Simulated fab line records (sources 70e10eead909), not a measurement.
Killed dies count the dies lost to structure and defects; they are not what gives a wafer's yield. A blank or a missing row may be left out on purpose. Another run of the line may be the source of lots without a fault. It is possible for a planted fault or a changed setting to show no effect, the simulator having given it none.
fab line records	flow nand_harc
record: lots: 6	wafers: 17	last_day: 34
route steps=1302 shown P_M2@324
lots that met no fault: taken from a fault-free run of the same line
start_h: the number of hours between the record's first day and the start of the first shown wafer of the lot	wait_h: how many hours have passed since the lot's step before this one	" as in the row above	L1.1+2: several wafers, shown together as one row	- no value, or no start given	* or withheld: withheld	< > ~ a bound
route shown NAME@n: names a module that has steps shown in the file, with the first one's number in the route	usual: mean and standard deviation over wafers with no fault	same: alike in all rows	chamber/n: place in a boat	sites: per-site readings	_std_site: their standard deviation	_edge_site: mean of outer sites minus mean of inner sites	radius_mm: for every site, how far away it sits from the centre of the wafer	mask NAME#n: copy n	behind: tool/chamber where the wafer was last shaped	hold: why the lot went on hold/how many hours it stayed there/how the hold came to an end	device: whichever transistor did not switch (one of n, p or np)	end of line: the same wafers' tests at the end of the route	step lacking rows: just its recipe	killed: at the first sort, the dies lost to defects and structure; wafer yield is something else	map: the dies of a wafer, with x for killed, . for not killed, _ for no die there
set.NAME: setting as actually run; set.NAME@STEP: the setting as run at that earlier step	model.NAME: the simulator's own value behind a step, which no gauge read
lots at selected steps of the route; one table per step, one row per wafer
services: when a tool's chamber went out of use (start_h, in hours from the record's first day, below 0 if earlier), for how many hours, and the reason
== steps ==
step: NHARC_P_M2_EBR_05
step: NHARC_P_M2_EXPOSE_06
recipe: na: 1.35	target_cd_nm: 170	dose_mj: 80.78	mask_id: P_M2
step: NHARC_P_M2_PEB_07
recipe: peb_temp_c: 100	peb_time_s: 65
step: NHARC_P_M2_DEVELOP_08
recipe: develop_time_s: 35	dev_temp_c: 23
step: NHARC_P_M2_CD_MEAS_09
recipe: target_cd_nm: 170	landing_energy_ev: 500
usual: cd_nm: 169.9/0.48
same: landing_energy_ev: 500
lot.wafer	tool	chamber	start_h	wait_h	cd_nm
L466.3	cd_sem-02	0	253.50	-	170.6
L466.5	"	0	"	"	170.4
L466.6	"	0	"	"	169.9
L468.2	cd_sem-02	0	278.81	-	169.9
L468.3	"	0	"	"	170.2
L468.4	"	0	"	"	169.9
L471.3	cd_sem-03	0	301.11	-	169.8
L471.5	"	0	"	"	170.0
L471.6	"	0	"	"	170.1
L474.1	cd_sem-03	0	323.02	-	169.5
L474.5	"	0	"	"	169.1
L474.6	"	0	"	"	169.7
L473.1	cd_sem-03	0	323.82	-	169.9
L473.4	"	0	"	"	170.9
L477.1	cd_sem-01	0	361.97	-	169.4
L477.3	"	0	"	"	169.3
L477.5	"	0	"	"	169.9
step: NHARC_P_M2_OVL_MEAS_10
recipe: pitch_nm: 340
usual: overlay_x_nm: -0.2/0.86	overlay_y_nm: -0.3/1
lot.wafer	tool	chamber	start_h	wait_h	overlay_x_nm	overlay_y_nm
L466.3	overlay-02	-	253.58	-	0.3	0.2
L466.5	"	-	"	"	0.7	-0.4
L466.6	"	-	"	"	0.5	-0.1
L468.2	overlay-01	-	278.89	-	1.9	-0.3
L468.3	"	-	"	"	1.4	-0.7
L468.4	"	-	"	"	1.8	-0.8
L471.3	overlay-02	-	301.19	-	-0.3	-0.5
L471.5	"	-	"	"	-0.6	-1.1
L471.6	"	-	"	"	-0.8	-0.9
L474.1	overlay-01	-	323.11	-	0.5	0.0
L474.5	"	-	"	"	0.5	0.6
L474.6	"	-	"	"	0.6	0.2
L473.1	overlay-01	-	323.91	-	-0.1	0.6
L473.4	"	-	"	"	-0.5	0.6
L477.1	overlay-01	-	362.06	-	-0.1	1.4
L477.3	"	-	"	"	0.1	1.6
L477.5	"	-	"	"	0.4	2.2
step: NHARC_P_M2_INSPECT_11
usual: raw_defect_count: 4.9/2.7
lot.wafer	tool	chamber	start_h	wait_h	raw_defect_count
L466.3	defect_inspect-01	-	253.62	0.0	2
L466.5	"	-	"	"	7
L466.6	"	-	"	"	4
L468.2	defect_inspect-02	-	278.93	0.0	7
L468.3	"	-	"	"	8
L468.4	"	-	"	"	7
L471.3	defect_inspect-02	-	301.23	0.0	5
L471.5	"	-	"	"	5
L471.6	"	-	"	"	3
L474.1	defect_inspect-02	-	323.14	0.0	7
L474.5	"	-	"	"	3
L474.6	"	-	"	"	4
L473.1	defect_inspect-02	-	323.94	0.0	7
L473.4	"	-	"	"	6
L477.1	defect_inspect-02	-	362.09	0.0	0
L477.3	"	-	"	"	6
L477.5	"	-	"	"	2
step: NHARC_P_M2_DESCUM_14
recipe: time_s: 3	o2_flow_sccm: 200	ar_flow_sccm: 0	bias_power_w: 0	chemistry: O2
usual: drypump_motor_current_A: 5.74/0.28	o2_flow_sccm: 200.0/0.59	oes_product_au: 1.001/0.0074	rf_vpp_V: 57.9/0.92	showerhead_plenum_p_Torr: 1.92/0.077	throttle_valve_pct: 11.312/0.0084
lot.wafer	tool	chamber	start_h	wait_h	drypump_motor_current_A	o2_flow_sccm	oes_product_au	rf_hours_counter_h	rf_vpp_V	showerhead_plenum_p_Torr	throttle_valve_pct
L466.3	rie_diel-12	0	253.70	0.1	5.39	199.9	1.016	1	57.6	1.88	11.308
L466.5	"	1	"	"	5.93	200.6	1.003	-	57.0	1.95	11.301
L466.6	"	2	"	"	5.50	200.2	0.997	-	56.1	1.78	11.316
L468.3	rie_diel-12	3	278.99	0.1	5.84	199.8	1.009	0	58.1	1.92	11.307
L468.4	"	1	"	"	5.94	200.5	0.998	0	59.0	1.95	11.313
L468.2	"	2	"	"	5.52	200.3	1.021	0	56.7	1.78	11.313
L471.3	rie_diel-12	0	301.29	0.1	5.39	200.2	0.996	1	58.5	1.88	11.320
L471.6	"	2	"	"	5.52	201.1	1.006	-	56.0	1.78	11.316
L471.5	"	3	"	"	5.84	199.9	1.003	-	55.5	1.92	11.315
L474.1	rie_diel-13	0	323.22	0.1	6.12	200.7	1.013	9	58.2	1.93	11.319
L474.5	"	2	"	"	5.05	200.4	1.003	-	59.2	1.99	11.306
L474.6	"	3	"	"	5.84	199.8	1.007	-	57.5	1.99	11.305
L473.4	rie_diel-12	0	324.01	0.1	5.41	200.8	1.017	2	57.6	1.88	11.322
L473.1	"	1	"	"	5.95	199.9	1.012	0	57.8	1.95	11.320
L477.1	rie_diel-10	1	362.16	0.1	6.02	199.9	1.008	7	58.3	1.85	11.308
L477.3	"	2	"	"	6.14	200.2	0.994	5	58.1	2.04	11.323
L477.5	"	1	"	"	6.02	198.8	0.996	-	56.7	1.85	11.306
step: NHARC_P_M2_ETCH_35
recipe: target_depth_a: 400	overetch_a: 120	time_s: 43.94	ion_energy_ev: 200	n2_flow_sccm: 150	h2_flow_sccm: 150	ar_flow_sccm: 0	rf_w: 400	bias_w: 150	chemistry: N2/H2
usual: drypump_motor_current_A: 5.74/0.27	h2_flow_sccm: 150.0/0.42	oes_product_au: 1.000/0.0071	rf_vpp_V: 430.6/2.5	showerhead_plenum_p_Torr: 2.05/0.086	throttle_valve_pct: 14.172/0.0088
lot.wafer	tool	chamber	start_h	wait_h	drypump_motor_current_A	h2_flow_sccm	oes_product_au	rf_hours_counter_h	rf_vpp_V	showerhead_plenum_p_Torr	throttle_valve_pct
L466.3	rie_diel-12	3	253.77	0.1	5.81	150.1	0.998	10	431.1	2.05	14.172
L466.6	"	1	"	"	5.92	149.9	0.999	-	431.6	2.08	14.163
L466.5	"	2	"	"	5.52	150.6	1.016	-	425.9	1.90	14.164
L468.4	rie_diel-12	2	279.08	0.1	5.54	150.1	1.012	0	426.8	1.90	14.181
L468.2	"	3	"	"	5.84	150.8	1.013	0	430.7	2.05	14.162
L468.3	"	0	"	"	5.38	149.7	1.015	0	429.5	2.00	14.191
L471.3	rie_diel-12	2	301.40	0.1	5.54	149.6	1.001	1	427.4	1.90	14.184
L471.5	"	0	"	"	5.37	149.7	1.001	-	429.0	2.00	14.162
L471.6	"	2	"	"	5.52	150.1	1.016	-	428.6	1.90	14.180
L474.1	rie_diel-13	3	323.29	0.1	5.85	150.0	1.001	10	434.0	2.12	14.168
L474.6	"	2	"	"	5.08	150.0	0.998	-	431.9	2.13	14.168
L474.5	"	3	"	"	5.85	150.2	1.007	-	434.0	2.12	14.176
L473.1	rie_diel-12	0	324.10	0.1	5.42	150.4	1.008	2	429.3	2.00	14.179
L473.4	"	1	"	"	5.94	149.7	1.000	0	430.5	2.08	14.186
L477.3	rie_diel-10	1	362.24	0.1	6.06	150.2	0.989	7	427.5	1.97	14.180
L477.1	"	2	"	"	6.13	150.1	0.997	5	434.0	2.18	14.177
L477.5	"	1	"	"	6.05	150.8	0.986	-	427.6	1.97	14.170
step: NHARC_P_M2_ETCH_15
recipe: target_depth_a: 1825	time_s: 91.2	c4f8_flow_sccm: withheld	ar_flow_sccm: 400	rf_w: 600	bias_w: 300	chemistry: C4F8/Ar
usual: oes_product_au: 0.949/0.024	rf_vpp_V: 441.2/2.4
lot.wafer	tool	chamber	start_h	wait_h	oes_product_au	rf_hours_counter_h	rf_vpp_V
L466.3	rie_diel-12	1	-	-	0.953	10	442.7
L466.6	"	3	"	"	0.974	-	442.5
L466.5	"	0	"	"	0.967	-	441.3
L468.4	rie_diel-12	3	-	-	0.953	0	440.8
L468.2	"	0	"	"	0.966	0	439.5
L468.3	"	1	"	"	0.981	0	442.8
L471.3	rie_diel-12	2	-	-	0.968	1	437.3
L471.5	"	2	"	"	0.980	-	437.0
L471.6	"	3	"	"	0.971	-	442.3
L474.1	rie_diel-13	0	-	-	0.924	9	440.4
L474.6	"	2	"	"	0.924	-	444.4
L474.5	"	3	"	"	0.933	-	442.5
L473.1	rie_diel-12	0	-	-	0.977	2	439.3
L473.4	"	2	"	"	0.993	2	437.4
L477.1	rie_diel-10	0	-	-	0.917	8	440.7
L477.3	"	3	"	"	0.921	6	442.4
L477.5	"	0	"	"	0.918	-	441.7
step: NHARC_P_M2_CD_MEAS_16
usual: cd_nm: 169.8/0.61
lot.wafer	tool	chamber	start_h	wait_h	cd_nm
L466.3	cd_sem-02	-	253.99	-	170.1
L466.5	"	-	"	"	170.0
L466.6	"	-	"	"	170.5
L468.2	cd_sem-01	-	279.30	-	169.3
L468.3	"	-	"	"	170.6
L468.4	"	-	"	"	169.9
L471.3	cd_sem-01	-	301.65	-	169.2
L471.5	"	-	"	"	170.0
L471.6	"	-	"	"	170.1
L474.1	cd_sem-02	-	323.51	-	168.4
L474.5	"	-	"	"	169.1
L474.6	"	-	"	"	169.5
L473.1	cd_sem-03	-	324.31	-	170.9
L473.4	"	-	"	"	171.3
L477.1	cd_sem-02	-	362.47	-	168.9
L477.3	"	-	"	"	169.6
L477.5	"	-	"	"	169.2
step: NHARC_P_M2_STRIP_18
recipe: power_w: 1000	n2_flow_sccm: 150	h2_flow_sccm: 150	ar_flow_sccm: 0	bias_w: 0	chemistry: N2/H2
usual: drypump_motor_current_A: 5.7/0.33	h2_flow_sccm: 150.0/0.38	oes_product_au: 1.000/0.0079	rf_vpp_V: 90.7/0.94	showerhead_plenum_p_Torr: 2.07/0.079	throttle_valve_pct: 14.170/0.0084
lot.wafer	tool	chamber	start_h	wait_h	drypump_motor_current_A	h2_flow_sccm	oes_product_au	rf_hours_counter_h	rf_vpp_V	showerhead_plenum_p_Torr	throttle_valve_pct
L466.3	rie_diel-12	1	254.13	0.1	5.9	150.3	0.991	10	89.8	2.08	14.159
L466.6	"	2	"	"	5.5	149.8	0.982	-	89.7	1.90	14.161
L466.5	"	3	"	"	5.8	150.2	0.997	-	90.9	2.05	14.164
L468.3	rie_diel-13	2	279.37	0.1	5.0	150.1	1.011	7	89.4	2.13	14.180
L468.2	"	0	"	"	6.1	149.6	1.007	7	91.5	2.06	14.166
L468.4	"	1	"	"	5.4	150.1	0.997	6	91.6	2.19	14.170
L471.3	rie_diel-13	2	301.79	0.1	5.1	149.7	0.999	9	91.4	2.13	14.165
L471.6	"	3	"	"	5.8	150.3	1.001	-	90.7	2.12	14.179
L471.5	"	0	"	"	6.1	149.5	1.001	-	91.8	2.06	14.163
L474.1	rie_diel-10	3	323.58	0.1	5.6	149.9	0.982	3	90.4	2.10	14.175
L474.6	"	3	"	"	5.6	150.2	0.981	-	90.2	2.10	14.156
L474.5	"	0	"	"	5.5	150.0	0.994	-	90.5	2.07	14.192
L473.4	rie_diel-13	0	324.42	0.1	6.1	150.6	1.007	9	90.2	2.06	14.161
L473.1	"	2	"	"	5.0	150.3	1.007	10	90.2	2.13	14.181
L477.3	rie_diel-12	3	362.54	0.1	5.9	150.0	1.006	4	92.2	2.05	14.166
L477.1	"	0	"	"	5.4	150.3	0.998	4	91.0	2.00	14.174
L477.5	"	3	"	"	5.8	149.3	1.007	-	89.8	2.05	14.175
step: NHARC_P_M2_ETCH_28
recipe: target_depth_a: 300	over_etch_frac: 0.3	time_s: 72.99	ion_energy_ev: 150	cf4_flow_sccm: 50	n2_flow_sccm: 100	ar_flow_sccm: 150	rf_w: 300	bias_w: 100	chemistry: CF4/N2
usual: drypump_motor_current_A: 5.7/0.33	oes_product_au: 1.000/0.0075	rf_vpp_V: 314.9/1.6	showerhead_plenum_p_Torr: 2.67/0.092	throttle_valve_pct: 19.793/0.0094
same: over_etch_frac: 0.3
lot.wafer	tool	chamber	start_h	wait_h	drypump_motor_current_A	oes_product_au	rf_hours_counter_h	rf_vpp_V	showerhead_plenum_p_Torr	throttle_valve_pct
L466.3	rie_diel-12	0	254.30	-	5.4	0.991	1	312.2	2.58	19.780
L466.6	"	0	"	"	5.4	0.998	-	313.8	2.58	19.789
L466.5	"	1	"	"	5.9	1.000	-	315.2	2.68	19.808
L468.3	rie_diel-13	0	279.62	-	6.1	1.003	7	314.0	2.65	19.772
L468.4	"	1	"	"	5.5	0.998	6	318.4	2.81	19.801
L468.2	"	2	"	"	5.1	1.001	7	316.4	2.73	19.790
L471.3	rie_diel-13	2	301.96	-	5.1	0.853	9	316.4	2.73	19.797
L471.6	"	1	"	"	5.4	0.990	-	317.1	2.81	19.799
L471.5	"	2	"	"	5.0	0.854	-	316.0	2.73	19.789
L474.1	rie_diel-10	3	323.82	-	5.6	0.992	4	315.1	2.70	19.781
L474.5	"	3	"	"	5.6	0.993	-	314.8	2.70	19.783
L474.6	"	0	"	"	5.5	1.000	-	313.8	2.66	19.783
L473.4	rie_diel-13	0	324.64	-	6.1	1.001	9	313.6	2.65	19.793
L473.1	"	2	"	"	5.1	0.856	10	316.7	2.73	19.795
L477.3	rie_diel-12	0	362.84	-	5.4	1.000	4	313.5	2.58	19.799
L477.1	"	2	"	"	5.5	1.011	4	310.7	2.45	19.794
L477.5	"	2	"	"	5.5	1.012	-	311.1	2.45	19.776
step: NHARC_P_M2_STRIP_19
recipe: time_s: 600	temp_c: 30	chemistry: post_etch_residue_remover
== services ==
tool	chamber	start_h	hours	kind
rie_diel-12	-	238.32	0.4	repair
rie_diel-10	-	242.50	9.0	pm
rie_diel-12	0	247.56	-	clean
rie_diel-12	1	247.56	-	clean
rie_diel-12	2	247.56	-	clean
rie_diel-12	3	247.56	-	clean
rie_diel-10	-	261.09	1.0	repair
rie_diel-12	-	268.56	9.0	pm
rie_diel-12	0	268.56	9.0	vent_cycle
rie_diel-12	1	268.56	9.0	vent_cycle
rie_diel-12	2	268.56	9.0	vent_cycle
rie_diel-12	3	268.56	9.0	vent_cycle
rie_diel-12	0	277.56	-	clean
rie_diel-12	1	277.56	-	clean
rie_diel-12	2	277.56	-	clean
rie_diel-12	3	277.56	-	clean
rie_diel-12	1	282.79	38.4	repair
rie_diel-12	2	286.14	3.1	repair
rie_diel-12	0	302.06	-	clean
rie_diel-12	2	302.06	-	clean
rie_diel-12	-	335.32	3.6	repair
rie_diel-13	-	342.05	9.0	pm
rie_diel-10	2	346.46	3.2	repair
rie_diel-12	1	354.04	11.7	repair
== key ==
first_sign: step: NHARC_P_M2_ETCH_28	reading: oes_product_au	direction: down	sigmas: 20	usual: 1.000	struck: 0.854
effect none on later readings
met_at NHARC_P_M2_ETCH_28
struck_wafers L471.3,L471.5,L473.1
rows_end L471.3,L471.5,L473.1
onset_between 279.62 301.96
fault: kind: process_parameter_drift	tool: rie_diel-13	chamber: 2	onset_h: 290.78	steps: NHARC_P_M2_ETCH_28	channel: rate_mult	offset: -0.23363	shape: step
rows_end: these wafers met a further fault down the route, and their rows from its step on are left out
